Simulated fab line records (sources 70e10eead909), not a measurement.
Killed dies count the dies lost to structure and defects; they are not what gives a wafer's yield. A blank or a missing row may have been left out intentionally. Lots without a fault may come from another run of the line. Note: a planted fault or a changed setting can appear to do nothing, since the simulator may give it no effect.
A struck lot beside a sound one :: flow nand-harc :: 13 steps out of a route of 1302
Sound: wafers L610.1, L610.2, L610.3. The struck wafers were L615.2, L615.4, L615.6. The cause is given at the end.
Order at every step that has rows: each side's tool, ch and its chambers, its first start. Under that, the readings that differ: sound wafers :: struck wafers :: difference of the means :: sigmas: that difference in standard deviations of wafers without a fault.
alike: a reading whose means differ by less than 2 such deviations, as well as words and numbers matching on both sides. not compared: withheld readings; readings where some wafer has no value; bounds like >300 that might hide an equal value; numbers whose values overlap and for which the record gives no deviation.
A row with sigmas, a row that says differs or no value, or rows on one side alone: a step with any of these is where the two part. Numbers that have no deviation but don't overlap get no sigmas and don't part them. A reading missing from all wafers of one side parts the sides only when that side holds two or more wafers.

NHARC_A_CHANNEL_FILL_D1_ALD_15: deposits SiNx, target thk 2 nm, pulse time 60 s, ald cycles 19.
  sound: ald-sin-batch-03 ch 0; struck: ald-sin-batch-01 ch 0
  alike: chamber-pressure-Torr, precursor-pulse-height-rel
NHARC_A_CHANNEL_FILL_D1_ALD_16: deposits SiO2, target thk 1.5 nm, pulse time 10 s, ald cycles 15.
  sound on ald-hk-02 ch 0,1,2, day 12 15:41; struck on ald-hk-04 ch 1,3, day 15 15:27
  alike: heater-power-outer-w, heater-power-w, precursor-pulse-height-rel
then, 2 steps without rows for these wafers: NHARC_A_CHANNEL_FILL_D1_ANNEAL_17 (time 1800 s); NHARC_A_CHANNEL_FILL_D1_CVD_18 (deposits poly-Si, target thk 3 nm).
NHARC_A_CHANNEL_FILL_D1_ETCHBACK_19: etches the open film in HBr/Cl2, target depth 5 nm, time 1.7 s.
  sound on rie-si-04 ch 0,2,3, day 13 04:33; struck on rie-si-03 ch 0,2, day 16 00:13
  alike: drypump-motor-current-A, oes-product-au, throttle-valve-pct
  not compared: rf-hours-counter-h
NHARC_A_CHANNEL_FILL_D1_ETCHBACK_20: etches the open film in C4F8/O2/Ar, target depth 27 nm, time 13.5 s.
  sound on rie-diel-01 ch 0,1,2, day 13 04:41; struck on rie-diel-03 ch 0,3, day 16 00:24
  alike: oes-product-au, rf-vpp-V
  not compared: rf-hours-counter-h
then, 5 steps without rows for these wafers: NHARC_A_CHANNEL_FILL_D1_STRIP_28 (strips in O2, time 20 s); NHARC_A_CHANNEL_FILL_D1_PRECLEAN_21 (cleans in dHF, time 30 s); NHARC_A_CHANNEL_FILL_D1_SRD_23; NHARC_A_CHANNEL_FILL_D1_CVD_05 (deposits poly-Si, target thk 5 nm); NHARC_A_CHANNEL_FILL_D1_ANNEAL_22 (time 7200 s).
NHARC_A_CHANNEL_FILL_D1_ALD_25: deposits SiOx, target thk 60 nm, pulse time 10 s, ald cycles 600.
  sound on ald-hk-02 ch 0,1,3, day 13 16:30; struck on ald-hk-03 ch 0,1,2, day 16 12:50
  no value came back on the struck wafers for ald-cycles, heater-power-outer-w (W), heater-power-w (W), precursor-pulse-height-rel; on the sound wafers ald-cycles reads 600 600 600
NHARC_A_CHANNEL_FILL_D1_ETCHBACK_08: etches the open film in C4F8, target depth 220 nm, time 110 s.
  sound: rie-diel-08 ch 0,1,3; struck: rie-diel-03 ch 1,2,3
  alike: oes-product-au, rf-vpp-V
  not compared: rf-hours-counter-h

== WHERE THEY PART ==
At NHARC_A_CHANNEL_FILL_D1_ALD_25 and nowhere else, as far as this record goes. Later steps at which nothing parts them and some readings are alike: NHARC_A_CHANNEL_FILL_D1_ETCHBACK_08.

WHY: the cause the simulator had injected
At NHARC_A_CHANNEL_FILL_D1_ALD_25, the step was skipped entirely on ald-hk-03 from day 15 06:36 on. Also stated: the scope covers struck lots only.
